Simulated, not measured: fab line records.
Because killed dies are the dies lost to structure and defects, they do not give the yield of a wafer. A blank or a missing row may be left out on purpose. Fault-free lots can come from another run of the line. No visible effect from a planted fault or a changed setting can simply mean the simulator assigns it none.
Which tool did it? -- flow n5_finfet -- 8 lots, 24 wafers sampled, at 7 steps of a route of 1938

WHAT THE GAUGES READ, wafer by wafer
N5_DUMMY_GATE_INSPECT_27: inspects for defects (brightfield). Usual: 316 for raw_defect_count, sd 87.
lot,measured,on,raw_defect_count,flag
L527,day 3 01:10,defect_inspect-01,324 481 420,
L530,day 3 17:58,defect_inspect-02,317 382 421,
L534,day 4 19:41,defect_inspect-02,273 339 407,
L540,day 6 04:11,defect_inspect-02,1419 289 255,OFF
L546,day 7 19:54,defect_inspect-01,251 375 341,
L548,day 8 12:47,defect_inspect-02,269 301 332,
L550,day 8 17:28,defect_inspect-02,235 399 213,
L549,day 8 18:19,defect_inspect-02,283 254 238,

N5_SD_EPI_N_CD_MEAS_09 targets a cd of 120 nm. Usual: 120.1 nm for cd_nm, sd 0.63.
lot,measured,on,cd_nm (nm),flag
L527,day 3 02:03,cd_sem-02,119.9 120.2 119.1,
L530,day 3 18:58,cd_sem-01,120.2 119.5 120.0,
L534,day 4 20:52,cd_sem-01,119.5 120.1 119.9,
L540,day 6 06:13,cd_sem-02,119.8 118.9 119.6,
L546,day 7 22:46,cd_sem-02,119.6 119.1 118.8,
L548,day 8 14:50,cd_sem-03,119.8 118.8 121.1,
L550,day 8 19:30,cd_sem-03,120.2 120.9 120.2,
L549,day 8 20:24,cd_sem-02,120.1 118.8 120.3,

N5_SD_EPI_N_INSPECT_11: inspects for defects (macro). Usual: 2.3 for raw_defect_count, sd 1.6.
lot,measured,on,raw_defect_count,flag
L527,day 3 02:06,defect_inspect-02,3 5 2,
L530,day 3 19:01,defect_inspect-02,0 1 7,
L534,day 4 20:55,defect_inspect-01,2 2 4,
L540,day 6 06:16,defect_inspect-02,>300 1 5,
L546,day 7 22:49,defect_inspect-02,4 4 1,
L548,day 8 14:53,defect_inspect-02,2 0 2,
L550,day 8 19:34,defect_inspect-01,1 3 1,
L549,day 8 20:27,defect_inspect-02,3 1 2,

N5_BEOL_M4_RC_MEAS_101. Usual: DIBL_N 36.1 mV/V, standard deviation 1.6; DIBL_P 35.7 mV/V, standard deviation 1.8; IOFF_N 0.159 nA/um, standard deviation 0.027; IOFF_P 0.21 nA/um, standard deviation 0.03; ION_N 673 uA/um, standard deviation 10; ION_P 462 uA/um, standard deviation 7.4; SS_N 71.4 mV/dec, standard deviation 0.56; SS_P 73.2 mV/dec, standard deviation 0.61; VT_N 249.7 mV, standard deviation 3; VT_P -250 mV, standard deviation 3.1.
lot,measured,on,DIBL_N (mV/V),DIBL_P (mV/V),IOFF_N (nA/um),IOFF_P (nA/um),ION_N (uA/um),ION_P (uA/um),SS_N (mV/dec),SS_P (mV/dec),VT_N (mV),VT_P (mV),flag
L527,day 7 22:14,prober-01,33.2 34.0 32.9,33.2 35.0 32.9,0.118 0.134 0.122,0.19 0.22 0.19,664 661 661,460 466 459,70.7 71.5 71.3,72.6 73.1 72.2,253.6 251.4 250.9,-248 -249 -250,
L530,day 8 15:06,prober-02,33.5 35.2 37.1,30.8 33.0 34.6,0.133 0.156 0.187,0.20 0.23 0.26,683 686 677,480 476 471,70.9 70.7 72.3,72.1 72.6 73.4,249.5 249.5 245.7,-248 -246 -244,
L534,day 9 07:34,prober-01,38.1 35.9 37.8,35.7 33.7 36.1,0.166 0.131 0.174,0.20 0.18 0.21,666 671 684,453 460 466,71.7 71.0 72.0,73.3 72.3 73.2,248.8 252.3 247.9,-252 -249 -250,
L540,day 11 04:47,prober-02,36.8 35.7 36.5,38.0 36.2 37.4,0.164 0.139 0.158,0.26 0.22 0.25,664 675 678,462 471 469,71.3 71.6 70.7,73.9 72.9 74.2,248.3 252.3 249.6,-246 -250 -245,
L546,day 12 18:56,prober-02,37.5 34.7 36.6,34.8 31.6 34.2,0.156 0.118 0.154,0.19 0.15 0.19,660 643 677,450 447 460,71.6 71.4 70.9,73.1 72.4 73.1,251.8 254.1 250.6,-251 -255 -256,
L548,day 13 21:15,prober-01,37.1 35.3 36.2,36.8 34.9 36.0,0.195 0.147 0.178,0.23 0.19 0.22,678 672 677,461 457 463,71.9 71.5 72.2,72.9 72.3 72.4,247.2 251.9 249.4,-250 -253 -250,
L550,day 14 16:55,prober-02,34.9 40.0 37.2,33.0 39.2 35.1,0.124 0.210 0.147,0.19 0.30 0.23,667 684 675,465 473 478,70.6 71.4 70.6,72.9 75.1 73.6,250.1 246.3 249.8,-249 -246 -248,
L549,day 15 05:43,prober-01,35.2 34.7 36.7,34.8 33.7 36.9,0.156 0.139 0.201,0.22 0.20 0.26,662 670 694,460 468 482,71.1 70.9 71.0,73.1 72.1 73.1,247.2 251.6 243.3,-244 -245 -242,

WHICH TOOL RAN EACH LOT (tool, then ch and the chambers of the sampled wafers, then the start)
lot,N5_DUMMY_GATE_ETCH_37,N5_DUMMY_GATE_STRIP_40,N5_DUMMY_GATE_HM_OPEN_21
L527,"rie_diel-04 ch 0,1,2, day 3 00:04","rie_diel-04 ch 1,2,3, day 3 00:15","rie_diel-05 ch 2,3, day 3 00:31"
L530,"rie_diel-02 ch 0,1,2, day 3 16:42","rie_diel-02 ch 0,1,3, day 3 17:08","rie_diel-05 ch 0,1,2, day 3 17:19"
L534,"rie_diel-05 ch 0,1, day 4 18:27","rie_diel-04 ch 0,1,3, day 4 18:50","rie_diel-04 ch 0,1,3, day 4 19:02"
L540,"rie_diel-02 ch 0,1, day 6 03:10","rie_diel-02 ch 0,1,2, day 6 03:21","rie_diel-02 ch 0,2, day 6 03:32"
L546,"rie_diel-05 ch 0,1, day 7 18:54","rie_diel-04 ch 1,2,3, day 7 19:05","rie_diel-02 ch 0,3, day 7 19:16"
L548,"rie_diel-02 ch 0,2, day 8 11:45","rie_diel-04 ch 0,3, day 8 11:56","rie_diel-05 ch 0,2,3, day 8 12:07"
L550,"rie_diel-02 ch 0,1,3, day 8 16:27","rie_diel-02 ch 0,2,3, day 8 16:38","rie_diel-05 ch 1,2, day 8 16:49"
L549,"rie_diel-05 ch 2,3, day 8 17:19","rie_diel-02 ch 0,1,2, day 8 17:29","rie_diel-05 ch 1,3, day 8 17:40"
- N5_DUMMY_GATE_ETCH_37: etches SOC in N2/H2, target depth 60 nm, overetch 30 nm.
- N5_DUMMY_GATE_STRIP_40: strips in CF4.
- N5_DUMMY_GATE_HM_OPEN_21: chemistry CH3F/O2, target SiNx, target depth 120 nm, time 171.4 s.

AS READ BY THE TOOLS THEMSELVES (means over the sampled wafers that have a number; for cases with no such wafer, the mark the record gives instead)
N5_DUMMY_GATE_ETCH_37. Usual: bias_w 150.0 W, standard deviation 0.47; drypump_motor_current_A 5.6 A, standard deviation 0.37; oes_product_au 0.62 a.u., standard deviation 0.06; rf_vpp_V 524.4 V, standard deviation 2.5; showerhead_plenum_p_Torr 2.57 Torr, standard deviation 0.094; throttle_valve_pct 18.00 %, standard deviation 0.27.
lot,tool,bias_w (W),drypump_motor_current_A (A),oes_product_au (a.u.),rf_vpp_V (V),showerhead_plenum_p_Torr (Torr),throttle_valve_pct (%),flag
L527,rie_diel-04,149.9,5.2,0.60,526.6,2.64,17.84,
L530,rie_diel-02,149.9,5.8,0.67,525.7,2.62,17.92,
L534,rie_diel-05,149.6,5.8,0.63,525.3,2.61,18.27,
L540,rie_diel-02,150.0,5.7,0.66,524.9,2.58,18.01,
L546,rie_diel-05,150.4,5.4,0.57,525.8,2.62,18.47,
L548,rie_diel-02,150.1,5.6,0.61,525.0,2.60,17.95,
L550,rie_diel-02,150.2,5.8,0.68,525.9,2.63,17.93,
L549,rie_diel-05,150.1,5.4,0.59,521.9,2.42,17.81,

N5_DUMMY_GATE_STRIP_40. Usual: drypump_motor_current_A 5.5 A, standard deviation 0.37; oes_product_au 0.77 a.u., standard deviation 0.075; rf_vpp_V 271.8 V, standard deviation 1.6; showerhead_plenum_p_Torr 1.82 Torr, standard deviation 0.055; throttle_valve_pct 13.70 %, standard deviation 0.18.
lot,tool,drypump_motor_current_A (A),oes_product_au (a.u.),rf_vpp_V (V),showerhead_plenum_p_Torr (Torr),throttle_valve_pct (%),flag
L527,rie_diel-04,5.1,0.73,272.8,1.84,13.86,
L530,rie_diel-02,5.8,0.82,271.2,1.79,13.72,
L534,rie_diel-04,5.3,0.74,270.9,1.85,13.67,
L540,rie_diel-02,5.7,0.81,271.2,1.84,13.63,
L546,rie_diel-04,5.1,0.79,272.0,1.83,13.72,
L548,rie_diel-04,5.4,0.69,271.5,1.80,13.83,
L550,rie_diel-02,5.7,0.80,272.5,1.86,13.58,
L549,rie_diel-02,5.8,0.79,270.9,1.83,13.68,

N5_DUMMY_GATE_HM_OPEN_21. Usual: O2_flow_sccm 23.00 sccm, standard deviation 0.068; bias_w 72.99 W, standard deviation 0.17; drypump_motor_current_A 5.6 A, standard deviation 0.35; oes_product_au 0.79 a.u., standard deviation 0.08; rf_vpp_V 301 V, standard deviation 7.2; showerhead_plenum_p_Torr 2.05 Torr, standard deviation 0.067; throttle_valve_pct 16.59 %, standard deviation 0.18.
lot,tool,O2_flow_sccm (sccm),bias_w (W),drypump_motor_current_A (A),oes_product_au (a.u.),rf_vpp_V (V),showerhead_plenum_p_Torr (Torr),throttle_valve_pct (%),flag
L527,rie_diel-05,22.96,73.08,5.5,0.78,296,1.95,16.51,
L530,rie_diel-05,22.89,73.15,5.6,0.77,299,2.02,16.65,
L534,rie_diel-04,22.95,72.91,5.3,0.74,307,2.07,16.49,
L540,rie_diel-02,22.95,73.11,5.7,0.78,307,2.09,16.50,
L546,rie_diel-02,23.04,72.86,5.7,0.89,296,2.13,16.46,
L548,rie_diel-05,23.07,72.85,5.4,0.72,297,1.98,16.75,
L550,rie_diel-05,22.98,73.00,6.0,0.79,296,2.00,16.53,
L549,rie_diel-05,22.96,73.25,5.6,0.77,301,1.98,16.55,

THE ANSWER, worked out from the rows above alone
Rule: a lot counts as off when the mean over its wafers that have a number is more than 3 standard deviations away from the usual mean. Also off: a lot with no number at a reading for which 4 or more lots have one. Any other lot the step has rows for is counted as sound. After the gauges, taken in route order, come the tools' own readings; for these a lot's mean is taken, as printed above. At the first step where some lot is off, the reading lying furthest off is the one used; lots without a number count as furthest.
Off, at N5_DUMMY_GATE_INSPECT_27 on raw_defect_count: L540.
A tool fits if, at a process step before that reading, it ran every lot that is off, and no sound lot after the first of them. The gauges at N5_DUMMY_GATE_INSPECT_27 are tried like those tools. Not one of the candidates tried fits.

WHAT THE SIMULATOR PUT IN
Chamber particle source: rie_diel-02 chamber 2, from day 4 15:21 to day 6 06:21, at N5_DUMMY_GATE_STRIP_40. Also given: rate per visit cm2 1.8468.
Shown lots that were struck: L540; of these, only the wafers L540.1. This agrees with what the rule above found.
